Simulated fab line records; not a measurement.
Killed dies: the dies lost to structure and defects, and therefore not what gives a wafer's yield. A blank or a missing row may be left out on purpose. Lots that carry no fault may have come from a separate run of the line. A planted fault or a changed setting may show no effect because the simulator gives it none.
fab line records	flow n5_finfet
record lots=24	wafers=72	last_day=18
route steps=1938 shown BEOL_M3@934
lots that met no fault: from a run of the same line without faults
start_h: start of the lot's first displayed wafer, in hours after the record's first day	wait_h: hours from the lot's prior step to this one	" unchanged from the row above	L1.1+2: a single row standing in for several wafers	- no value, or no start given	* or withheld: withheld	< > ~ a bound
route shown NAME@n: names a module that has steps shown in the file, with the first one's number in the route	usual: mean/standard deviation taken from wafers without a fault	same: alike in all rows	chamber/n: place in a boat	sites: readings site by site	_std_site: the values' standard deviation	_edge_site: the outer-site mean with the inner-site mean subtracted	radius_mm: how far each site lies from the wafer's centre	mask NAME#n: copy n	behind: the last tool/chamber to shape the wafer	hold: the reason the lot was held/the length of the hold in hours/how it ended	device: which transistor (n, p or np) failed to switch	end of line: the tests these same wafers got at the end of their route	where a step has no rows: the recipe by itself	killed: not the wafer's yield, but the dies lost to structure and defects at the first sort	map: dies across one wafer; x = killed, . = not, _ = none there
set.NAME: the setting that was run; set.NAME@STEP: the one run at that earlier step	model.NAME: the simulator's own value behind a step, which no gauge read
the route's steps for a sample of lots (tables are steps, rows are wafers)
services: from which hour (start_h, from the record's first day; less than 0 if before it) a tool's chamber was out of use, for how many hours, and why
## steps
# step N5_BEOL_M3_HM_DEP_02
# recipe material=TiN	target_thk_a=200	temp_c=25	chamber_pressure_pa=0.49996
# usual susceptor_temp_C=25.02/0.11	throttle_valve_pct=29.6/1.2
lot.wafer	tool	chamber	start_h	wait_h	susceptor_temp_C	throttle_valve_pct
L074.4	pvd_sputter-03	-	145.93	0.9	24.82	31.0
L074.5	"	-	"	"	25.25	27.8
L074.6	"	-	"	"	24.84	30.9
L075.2	pvd_sputter-01	-	150.10	0.1	25.08	28.1
L075.4	"	-	"	"	24.96	31.1
L075.6	"	-	"	"	25.06	30.9
L076.2	pvd_sputter-02	-	155.15	2.0	24.91	30.7
L076.3	"	-	"	"	24.96	29.2
L076.5	"	-	"	"	25.11	27.7
L077.1	pvd_sputter-01	-	157.62	1.0	25.16	30.8
L077.2	"	-	"	"	25.02	28.4
L077.5	"	-	"	"	25.14	28.1
L078.2	pvd_sputter-03	-	181.95	0.1	25.07	27.9
L078.5	"	-	"	"	25.02	30.1
L078.6	"	-	"	"	25.01	30.7
L079.3	pvd_sputter-01	-	197.99	4.2	24.99	28.5
L079.4	"	-	"	"	24.95	29.7
L079.5	"	-	"	"	24.95	28.5
L080.2	pvd_sputter-02	-	203.31	0.1	24.89	27.9
L080.5	"	-	"	"	25.23	30.9
L080.6	"	-	"	"	25.01	28.1
L081.2	pvd_sputter-03	-	203.53	0.1	25.04	30.1
L081.4	"	-	"	"	25.06	28.0
L081.5	"	-	"	"	25.11	30.9
L082.1	pvd_sputter-03	-	205.70	2.0	25.09	30.1
L082.3	"	-	"	"	25.22	28.0
L082.5	"	-	"	"	25.01	30.3
L085.1	pvd_sputter-01	-	210.57	0.6	25.00	31.0
L085.2	"	-	"	"	25.11	29.7
L085.6	"	-	"	"	25.10	28.1
L083.1	pvd_sputter-01	-	210.67	0.1	24.93	28.3
L083.3	"	-	"	"	25.00	29.7
L083.4	"	-	"	"	25.02	28.7
L084.2	pvd_sputter-03	-	214.24	0.3	25.08	30.9
L084.4	"	-	"	"	24.82	30.2
L084.6	"	-	"	"	25.10	30.8
L087.3	pvd_sputter-03	-	217.62	0.2	24.97	30.9
L087.4	"	-	"	"	25.10	28.0
L087.5	"	-	"	"	25.12	30.4
L086.3	pvd_sputter-02	-	219.83	0.6	25.00	29.0
L086.4	"	-	"	"	25.09	28.2
L086.5	"	-	"	"	24.85	28.9
L088.2	pvd_sputter-01	-	236.38	2.7	24.99	28.6
L088.4	"	-	"	"	25.09	29.9
L088.5	"	-	"	"	25.06	31.0
L089.2	pvd_sputter-02	-	243.91	1.4	24.80	29.1
L089.3	"	-	"	"	24.96	28.0
L089.5	"	-	"	"	25.10	31.1
L090.3	pvd_sputter-03	-	250.32	0.4	25.05	28.0
L090.4	"	-	"	"	24.72	30.9
L090.5	"	-	"	"	25.20	30.2
L092.1	pvd_sputter-02	-	257.87	3.9	25.11	27.9
L092.2	"	-	"	"	25.07	29.0
L092.3	"	-	"	"	25.02	31.3
L093.2	pvd_sputter-01	-	259.28	0.7	25.08	28.6
L093.3	"	-	"	"	24.97	28.2
L093.4	"	-	"	"	25.19	29.9
L091.1	pvd_sputter-01	-	262.72	0.6	24.98	28.4
L091.2	"	-	"	"	24.84	29.6
L091.3	"	-	"	"	24.84	28.1
L094.1	pvd_sputter-01	-	275.41	0.5	24.92	30.9
L094.5	"	-	"	"	25.09	28.1
L094.6	"	-	"	"	25.03	30.8
L095.2	pvd_sputter-01	-	278.37	0.1	25.07	31.2
L095.3	"	-	"	"	24.79	29.8
L095.4	"	-	"	"	24.99	28.5
L097.2	pvd_sputter-02	-	282.37	0.1	24.95	30.8
L097.4	"	-	"	"	24.96	31.1
L097.5	"	-	"	"	25.00	31.5
L096.1	pvd_sputter-03	-	289.54	1.0	25.00	27.9
L096.2	"	-	"	"	24.95	30.1
L096.4	"	-	"	"	25.04	30.6
# step N5_BEOL_M3_INSPECT_13
# recipe mode=adi	inspect_instrument=brightfield
# usual raw_defect_count=395/75
lot.wafer	tool	chamber	start_h	wait_h	raw_defect_count
L074.4	defect_inspect-02	-	146.43	0.0	386
L074.5	"	-	"	"	443
L074.6	"	-	"	"	342
L075.2	defect_inspect-01	-	150.74	0.0	436
L075.4	"	-	"	"	506
L075.6	"	-	"	"	421
L076.2	defect_inspect-02	-	155.75	0.0	441
L076.3	"	-	"	"	403
L076.5	"	-	"	"	361
L077.1	defect_inspect-02	-	158.10	0.1	454
L077.2	"	-	"	"	399
L077.5	"	-	"	"	332
L078.2	defect_inspect-02	-	182.63	0.0	225
L078.5	"	-	"	"	280
L078.6	"	-	"	"	293
L079.3	defect_inspect-02	-	198.47	0.0	361
L079.4	"	-	"	"	435
L079.5	"	-	"	"	398
L080.2	defect_inspect-02	-	203.92	0.0	311
L080.5	"	-	"	"	359
L080.6	"	-	"	"	347
L081.2	defect_inspect-02	-	204.13	0.0	274
L081.4	"	-	"	"	455
L081.5	"	-	"	"	379
L082.1	defect_inspect-02	-	206.17	0.1	357
L082.3	"	-	"	"	310
L082.5	"	-	"	"	404
L085.1	defect_inspect-02	-	211.05	0.1	379
L085.2	"	-	"	"	543
L085.6	"	-	"	"	416
L083.1	defect_inspect-01	-	211.27	0.1	406
L083.3	"	-	"	"	294
L083.4	"	-	"	"	385
L084.2	defect_inspect-02	-	215.05	0.2	425
L084.4	"	-	"	"	339
L084.6	"	-	"	"	589
L087.3	defect_inspect-02	-	218.22	0.0	333
L087.4	"	-	"	"	342
L087.5	"	-	"	"	352
L086.3	defect_inspect-02	-	220.31	0.0	458
L086.4	"	-	"	"	474
L086.5	"	-	"	"	524
L088.2	defect_inspect-02	-	236.98	0.0	430
L088.4	"	-	"	"	338
L088.5	"	-	"	"	422
L089.2	defect_inspect-02	-	244.40	0.0	344
L089.3	"	-	"	"	349
L089.5	"	-	"	"	257
L090.3	defect_inspect-02	-	250.92	0.0	325
L090.4	"	-	"	"	364
L090.5	"	-	"	"	287
L092.1	defect_inspect-01	-	258.35	0.1	489
L092.2	"	-	"	"	463
L092.3	"	-	"	"	332
L093.2	defect_inspect-01	-	259.88	0.0	372
L093.3	"	-	"	"	415
L093.4	"	-	"	"	397
L091.1	defect_inspect-01	-	263.20	0.1	451
L091.2	"	-	"	"	460
L091.3	"	-	"	"	516
L094.1	defect_inspect-02	-	276.01	0.1	529
L094.5	"	-	"	"	348
L094.6	"	-	"	"	395
L095.2	defect_inspect-02	-	278.84	0.0	357
L095.3	"	-	"	"	334
L095.4	"	-	"	"	368
L097.2	defect_inspect-02	-	282.98	0.0	372
L097.4	"	-	"	"	309
L097.5	"	-	"	"	397
L096.1	defect_inspect-02	-	290.14	0.1	421
L096.2	"	-	"	"	336
L096.4	"	-	"	"	397
# step N5_BEOL_M3_ANNEAL_49
# recipe temp_c=400	time_s=240	ambient=vacuum
# usual heater_power_w=858/91	susceptor_temp_C=399.99/0.19
lot.wafer	tool	chamber	start_h	wait_h	heater_power_w	susceptor_temp_C
L074.4	pvd_sputter-03	-	151.79	0.0	880	399.60
L074.5	"	-	"	"	741	399.87
L074.6	"	-	"	"	896	399.80
L075.2	pvd_sputter-03	-	158.86	0.0	890	399.58
L075.4	"	-	"	"	903	399.92
L075.6	"	-	"	"	736	400.00
L077.1	pvd_sputter-01	-	174.25	0.0	826	400.01
L077.2	"	-	"	"	810	400.34
L077.5	"	-	"	"	798	400.32
L076.2	pvd_sputter-02	-	177.28	0.0	1043	399.70
L076.3	"	-	"	"	695	400.29
L076.5	"	-	"	"	706	400.04
L078.2	pvd_sputter-02	-	192.77	0.0	1049	399.93
L078.5	"	-	"	"	1070	399.67
L078.6	"	-	"	"	905	400.01
L079.3	pvd_sputter-02	-	203.71	0.0	702	399.97
L079.4	"	-	"	"	807	399.80
L079.5	"	-	"	"	717	400.08
L080.2	pvd_sputter-01	-	208.63	0.0	845	400.01
L080.5	"	-	"	"	950	399.73
L080.6	"	-	"	"	884	400.14
L081.2	pvd_sputter-03	-	208.86	0.0	727	400.13
L081.4	"	-	"	"	909	399.88
L081.5	"	-	"	"	770	400.09
L082.1	pvd_sputter-03	-	210.82	0.0	791	400.07
L082.3	"	-	"	"	887	399.47
L082.5	"	-	"	"	904	400.28
L085.1	pvd_sputter-01	-	214.61	0.0	795	400.30
L085.2	"	-	"	"	940	400.08
L085.6	"	-	"	"	976	400.02
L083.1	pvd_sputter-01	-	216.45	0.0	786	399.98
L083.3	"	-	"	"	857	399.97
L083.4	"	-	"	"	897	400.33
L084.2	pvd_sputter-01	-	224.30	0.0	826	399.91
L084.4	"	-	"	"	791	400.09
L084.6	"	-	"	"	954	399.93
L087.3	pvd_sputter-02	-	227.01	0.0	796	400.32
L087.4	"	-	"	"	1064	399.89
L087.5	"	-	"	"	1074	400.06
L086.3	pvd_sputter-03	-	227.48	0.0	730	399.83
L086.4	"	-	"	"	773	400.07
L086.5	"	-	"	"	775	400.07
L088.2	pvd_sputter-01	-	241.61	0.0	847	400.10
L088.4	"	-	"	"	946	399.96
L088.5	"	-	"	"	888	400.11
L089.2	pvd_sputter-03	-	250.54	0.0	774	400.11
L089.3	"	-	"	"	866	399.89
L089.5	"	-	"	"	745	399.83
L090.3	pvd_sputter-01	-	264.10	0.0	774	399.80
L090.4	"	-	"	"	884	399.98
L090.5	"	-	"	"	876	399.87
L092.1	pvd_sputter-03	-	264.22	0.0	904	400.28
L092.2	"	-	"	"	745	400.53
L092.3	"	-	"	"	761	400.09
L093.2	pvd_sputter-01	-	268.56	0.0	917	399.90
L093.3	"	-	"	"	897	400.28
L093.4	"	-	"	"	849	399.79
L091.1	pvd_sputter-02	-	269.19	0.0	1043	400.11
L091.2	"	-	"	"	781	400.05
L091.3	"	-	"	"	709	400.05
L094.1	pvd_sputter-02	-	279.48	0.0	933	399.94
L094.5	"	-	"	"	770	399.96
L094.6	"	-	"	"	1046	399.98
L095.2	pvd_sputter-01	-	285.41	0.0	940	400.10
L095.3	"	-	"	"	903	400.07
L095.4	"	-	"	"	835	399.66
L097.2	pvd_sputter-03	-	290.00	0.0	728	400.22
L097.4	"	-	"	"	775	400.08
L097.5	"	-	"	"	740	400.10
L096.1	pvd_sputter-01	-	300.28	0.0	842	399.91
L096.2	"	-	"	"	806	399.75
L096.4	"	-	"	"	930	399.68
# step N5_BEOL_M3_SPUTTER_90
# recipe material=Cu	target_thk_a=45	temp_c=-20	chamber_pressure_pa=0.07	power_w=withheld	time_s=8.29
# usual chuck_sensor_temp_C=-16.0/0.49	susceptor_temp_C=-20.00/0.11	throttle_valve_pct=29.6/1.2
lot.wafer	tool	chamber	start_h	wait_h	chuck_sensor_temp_C	susceptor_temp_C	throttle_valve_pct
L074.4	pvd_sputter-03	-	152.81	0.1	-15.9	-19.83	30.7
L074.5	"	-	"	"	-16.5	-19.96	27.8
L074.6	"	-	"	"	-15.9	-20.05	30.1
L075.2	pvd_sputter-03	-	159.88	0.1	-16.0	-20.00	30.1
L075.4	"	-	"	"	-15.4	-20.01	30.2
L075.6	"	-	"	"	-16.5	-20.20	27.9
L077.1	pvd_sputter-01	-	175.27	0.1	-16.4	-20.14	28.3
L077.2	"	-	"	"	-17.3	-19.88	29.7
L077.5	"	-	"	"	-17.2	-19.98	30.0
L076.2	pvd_sputter-02	-	178.30	0.1	-15.5	-20.00	28.0
L076.3	"	-	"	"	-15.7	-19.88	29.1
L076.5	"	-	"	"	-16.0	-19.89	29.2
L078.2	pvd_sputter-02	-	193.79	0.1	-15.5	-20.21	28.4
L078.5	"	-	"	"	-15.3	-20.25	28.4
L078.6	"	-	"	"	-15.4	-19.96	31.2
L079.3	pvd_sputter-02	-	204.73	0.1	-15.7	-19.89	29.1
L079.4	"	-	"	"	-16.4	-20.00	31.1
L079.5	"	-	"	"	-15.7	-20.03	29.2
L080.2	pvd_sputter-01	-	209.65	0.1	-16.1	-19.87	28.2
L080.5	"	-	"	"	-16.2	-20.01	30.9
L080.6	"	-	"	"	-15.7	-19.95	28.6
L081.2	pvd_sputter-03	-	209.88	0.1	-16.5	-19.93	28.0
L081.4	"	-	"	"	-15.8	-19.84	30.0
L081.5	"	-	"	"	-15.7	-20.09	30.8
L082.1	pvd_sputter-03	-	211.84	0.1	-15.9	-20.17	30.7
L082.3	"	-	"	"	-15.9	-19.76	30.6
L082.5	"	-	"	"	-15.6	-20.05	30.2
L085.1	pvd_sputter-01	-	215.63	0.1	-17.2	-19.85	29.7
L085.2	"	-	"	"	-16.0	-20.08	31.0
L085.6	"	-	"	"	-16.0	-20.00	30.7
L083.1	pvd_sputter-01	-	217.47	0.1	-17.0	-19.89	29.8
L083.3	"	-	"	"	-16.3	-20.13	28.2
L083.4	"	-	"	"	-15.7	-19.89	28.3
L084.2	pvd_sputter-01	-	225.32	0.1	-16.1	-20.00	28.1
L084.4	"	-	"	"	-17.2	-19.76	29.7
L084.6	"	-	"	"	-16.1	-20.09	30.9
L087.3	pvd_sputter-02	-	228.03	0.1	-16.6	-19.95	31.0
L087.4	"	-	"	"	-15.3	-19.85	28.2
L087.5	"	-	"	"	-15.5	-19.97	27.8
L086.3	pvd_sputter-03	-	228.50	0.1	-16.4	-20.20	28.1
L086.4	"	-	"	"	-15.9	-20.04	30.8
L086.5	"	-	"	"	-15.8	-19.93	30.8
L088.2	pvd_sputter-01	-	242.63	0.1	-16.3	-20.05	28.3
L088.4	"	-	"	"	-16.2	-20.01	31.1
L088.5	"	-	"	"	-15.9	-20.11	28.5
L089.2	pvd_sputter-03	-	251.56	0.1	-15.9	-20.08	30.9
L089.3	"	-	"	"	-15.8	-20.32	30.5
L089.5	"	-	"	"	-16.5	-20.15	28.1
L090.3	pvd_sputter-01	-	265.12	0.1	-17.2	-19.99	29.8
L090.4	"	-	"	"	-15.7	-19.94	28.5
L090.5	"	-	"	"	-15.8	-19.88	28.4
L092.1	pvd_sputter-03	-	265.24	0.1	-15.7	-19.93	30.2
L092.2	"	-	"	"	-16.4	-20.19	28.0
L092.3	"	-	"	"	-15.6	-20.00	30.7
L093.2	pvd_sputter-01	-	269.58	0.1	-15.9	-19.94	30.8
L093.3	"	-	"	"	-15.9	-20.16	28.5
L093.4	"	-	"	"	-16.4	-20.00	28.3
L091.1	pvd_sputter-02	-	270.21	0.1	-15.6	-20.03	28.1
L091.2	"	-	"	"	-16.5	-20.03	31.0
L091.3	"	-	"	"	-15.9	-19.94	29.1
L094.1	pvd_sputter-02	-	280.50	0.1	-15.4	-19.95	31.1
L094.5	"	-	"	"	-16.5	-20.02	30.8
L094.6	"	-	"	"	-15.4	-19.99	28.2
L095.2	pvd_sputter-01	-	286.43	0.1	-16.0	-20.26	31.0
L095.3	"	-	"	"	-15.8	-20.08	28.6
L095.4	"	-	"	"	-16.2	-20.17	28.1
L097.2	pvd_sputter-03	-	291.02	0.1	-16.4	-20.09	28.1
L097.4	"	-	"	"	-15.8	-20.07	30.7
L097.5	"	-	"	"	-16.4	-20.06	27.9
L096.1	pvd_sputter-01	-	301.30	0.1	-16.3	-20.19	28.2
L096.2	"	-	"	"	-17.1	-20.04	29.9
L096.4	"	-	"	"	-16.2	-19.97	30.9
# step N5_BEOL_M3_ANNEAL_93
# recipe temp_c=400	time_s=240	ambient=vacuum
# usual heater_power_w=859/89	susceptor_temp_C=399.97/0.21
lot.wafer	tool	chamber	start_h	wait_h	heater_power_w	susceptor_temp_C
L074.4	pvd_sputter-03	-	153.11	0.0	881	399.75
L074.5	"	-	"	"	733	400.10
L074.6	"	-	"	"	897	399.79
L075.2	pvd_sputter-03	-	160.18	0.0	880	400.14
L075.4	"	-	"	"	900	400.21
L075.6	"	-	"	"	729	400.15
L077.1	pvd_sputter-01	-	175.57	0.0	838	399.90
L077.2	"	-	"	"	814	400.32
L077.5	"	-	"	"	800	400.20
L076.2	pvd_sputter-02	-	178.60	0.0	1050	399.55
L076.3	"	-	"	"	703	400.02
L076.5	"	-	"	"	705	399.63
L078.2	pvd_sputter-02	-	194.09	0.0	1039	399.84
L078.5	"	-	"	"	1041	399.75
L078.6	"	-	"	"	921	399.96
L079.3	pvd_sputter-02	-	205.03	0.0	713	399.87
L079.4	"	-	"	"	796	399.88
L079.5	"	-	"	"	693	399.76
L080.2	pvd_sputter-01	-	209.95	0.0	846	399.82
L080.5	"	-	"	"	945	400.02
L080.6	"	-	"	"	878	399.85
L081.2	pvd_sputter-03	-	210.18	0.0	747	400.20
L081.4	"	-	"	"	890	400.02
L081.5	"	-	"	"	790	399.75
L082.1	pvd_sputter-03	-	212.14	0.0	793	399.92
L082.3	"	-	"	"	863	400.61
L082.5	"	-	"	"	915	400.13
L085.1	pvd_sputter-01	-	215.93	0.0	807	399.74
L085.2	"	-	"	"	942	399.57
L085.6	"	-	"	"	944	400.04
L083.1	pvd_sputter-01	-	217.77	0.0	796	400.01
L083.3	"	-	"	"	822	399.90
L083.4	"	-	"	"	902	400.02
L084.2	pvd_sputter-01	-	225.62	0.0	874	399.84
L084.4	"	-	"	"	800	399.85
L084.6	"	-	"	"	937	399.91
L087.3	pvd_sputter-02	-	228.33	0.0	774	399.91
L087.4	"	-	"	"	1064	400.02
L087.5	"	-	"	"	1040	399.68
L086.3	pvd_sputter-03	-	228.80	0.0	722	400.07
L086.4	"	-	"	"	784	400.03
L086.5	"	-	"	"	789	400.13
L088.2	pvd_sputter-01	-	242.93	0.0	821	399.67
L088.4	"	-	"	"	956	399.89
L088.5	"	-	"	"	884	400.03
L089.2	pvd_sputter-03	-	251.86	0.0	786	399.89
L089.3	"	-	"	"	898	400.36
L089.5	"	-	"	"	713	399.81
L090.3	pvd_sputter-01	-	265.42	0.0	795	400.07
L090.4	"	-	"	"	884	400.36
L090.5	"	-	"	"	885	400.37
L092.1	pvd_sputter-03	-	265.54	0.0	911	399.85
L092.2	"	-	"	"	754	399.87
L092.3	"	-	"	"	785	399.82
L093.2	pvd_sputter-01	-	269.88	0.0	942	399.77
L093.3	"	-	"	"	902	400.15
L093.4	"	-	"	"	856	399.88
L091.1	pvd_sputter-02	-	270.51	0.0	1080	400.12
L091.2	"	-	"	"	792	399.77
L091.3	"	-	"	"	716	399.70
L094.1	pvd_sputter-02	-	280.80	0.0	920	400.20
L094.5	"	-	"	"	779	400.03
L094.6	"	-	"	"	1054	399.95
L095.2	pvd_sputter-01	-	286.73	0.0	934	399.86
L095.3	"	-	"	"	893	399.83
L095.4	"	-	"	"	855	399.92
L097.2	pvd_sputter-03	-	291.32	0.0	736	399.67
L097.4	"	-	"	"	799	400.07
L097.5	"	-	"	"	744	400.11
L096.1	pvd_sputter-01	-	301.60	0.0	830	399.74
L096.2	"	-	"	"	812	399.69
L096.4	"	-	"	"	960	400.23
# step N5_BEOL_M3_SPUTTER_94
# recipe material=Cu	target_thk_a=45	temp_c=-20	chamber_pressure_pa=0.07	power_w=withheld	time_s=8.29
# usual chuck_sensor_temp_C=-16.0/0.5	susceptor_temp_C=-19.99/0.093	throttle_valve_pct=29.6/1.2
lot.wafer	tool	chamber	start_h	wait_h	chuck_sensor_temp_C	susceptor_temp_C	throttle_valve_pct
L074.4	pvd_sputter-03	-	153.25	0.1	-16.0	-19.91	30.4
L074.5	"	-	"	"	-16.3	-20.01	27.6
L074.6	"	-	"	"	-15.9	-19.96	30.3
L075.2	pvd_sputter-03	-	160.32	0.1	-16.0	-20.08	30.3
L075.4	"	-	"	"	-15.6	-20.00	30.1
L075.6	"	-	"	"	-16.4	-20.20	28.0
L077.1	pvd_sputter-01	-	175.71	0.1	-16.2	-19.91	28.2
L077.2	"	-	"	"	-17.1	-19.87	30.0
L077.5	"	-	"	"	-17.1	-19.97	29.9
L076.2	pvd_sputter-02	-	178.74	0.1	-15.5	-19.82	27.8
L076.3	"	-	"	"	-15.8	-19.86	28.9
L076.5	"	-	"	"	-15.8	-19.98	28.8
L078.2	pvd_sputter-02	-	194.23	0.1	-15.3	-19.99	27.9
L078.5	"	-	"	"	-15.4	-20.02	28.1
L078.6	"	-	"	"	-15.5	-20.14	31.2
L079.3	pvd_sputter-02	-	205.17	0.1	-15.8	-19.94	29.0
L079.4	"	-	"	"	-16.6	-19.92	30.9
L079.5	"	-	"	"	-15.9	-20.08	29.1
L080.2	pvd_sputter-01	-	210.09	0.1	-16.2	-19.96	28.1
L080.5	"	-	"	"	-16.0	-19.92	31.0
L080.6	"	-	"	"	-15.8	-20.00	28.6
L081.2	pvd_sputter-03	-	210.32	0.1	-16.6	-19.95	28.0
L081.4	"	-	"	"	-15.5	-20.07	30.3
L081.5	"	-	"	"	-15.9	-20.05	30.8
L082.1	pvd_sputter-03	-	212.28	0.1	-15.7	-19.96	30.9
L082.3	"	-	"	"	-15.9	-19.96	30.4
L082.5	"	-	"	"	-15.6	-19.88	30.0
L085.1	pvd_sputter-01	-	216.07	0.1	-17.3	-19.99	29.8
L085.2	"	-	"	"	-16.1	-20.01	30.8
L085.6	"	-	"	"	-16.2	-19.97	30.9
L083.1	pvd_sputter-01	-	217.91	0.1	-17.2	-19.98	29.8
L083.3	"	-	"	"	-16.2	-20.06	28.3
L083.4	"	-	"	"	-15.9	-20.07	28.5
L084.2	pvd_sputter-01	-	225.76	0.1	-16.3	-20.10	28.0
L084.4	"	-	"	"	-17.2	-20.19	29.7
L084.6	"	-	"	"	-16.0	-20.01	31.0
L087.3	pvd_sputter-02	-	228.47	0.1	-16.7	-20.15	30.9
L087.4	"	-	"	"	-15.2	-19.91	27.8
L087.5	"	-	"	"	-15.4	-20.03	28.1
L086.3	pvd_sputter-03	-	228.94	0.1	-16.6	-19.88	27.8
L086.4	"	-	"	"	-15.8	-20.06	31.0
L086.5	"	-	"	"	-15.7	-20.11	30.9
L088.2	pvd_sputter-01	-	243.07	0.1	-16.1	-19.98	28.0
L088.4	"	-	"	"	-15.8	-19.87	31.2
L088.5	"	-	"	"	-16.1	-20.02	28.1
L089.2	pvd_sputter-03	-	252.00	0.1	-15.9	-20.14	31.0
L089.3	"	-	"	"	-16.0	-20.03	30.7
L089.5	"	-	"	"	-16.4	-20.10	28.2
L090.3	pvd_sputter-01	-	265.56	0.1	-17.1	-19.96	29.6
L090.4	"	-	"	"	-15.9	-20.03	28.5
L090.5	"	-	"	"	-16.0	-20.11	28.4
L092.1	pvd_sputter-03	-	265.68	0.1	-15.7	-20.06	30.3
L092.2	"	-	"	"	-16.5	-19.97	28.1
L092.3	"	-	"	"	-15.7	-20.00	30.6
L093.2	pvd_sputter-01	-	270.02	0.1	-15.9	-19.81	30.9
L093.3	"	-	"	"	-16.0	-19.91	28.2
L093.4	"	-	"	"	-16.2	-20.02	28.6
L091.1	pvd_sputter-02	-	270.65	0.1	-15.3	-19.77	27.8
L091.2	"	-	"	"	-16.5	-19.89	30.8
L091.3	"	-	"	"	-15.8	-19.96	29.1
L094.1	pvd_sputter-02	-	280.94	0.1	-15.6	-19.98	31.3
L094.5	"	-	"	"	-16.4	-19.88	31.0
L094.6	"	-	"	"	-15.4	-20.02	28.0
L095.2	pvd_sputter-01	-	286.87	0.1	-16.1	-20.02	31.0
L095.3	"	-	"	"	-15.8	-20.00	28.0
L095.4	"	-	"	"	-16.3	-19.98	28.1
L097.2	pvd_sputter-03	-	291.46	0.1	-16.4	-19.98	27.8
L097.4	"	-	"	"	-15.6	-20.11	30.9
L097.5	"	-	"	"	-16.6	-20.05	28.2
L096.1	pvd_sputter-01	-	301.74	0.1	-16.2	-19.98	28.1
L096.2	"	-	"	"	-17.2	-19.96	30.0
L096.4	"	-	"	"	-16.0	-19.90	31.0
## services
tool	chamber	start_h	hours	kind
pvd_sputter-03	-	137.72	2.9	repair
pvd_sputter-03	-	164.10	7.1	repair
pvd_sputter-02	-	288.76	8.9	repair
## key
fault none
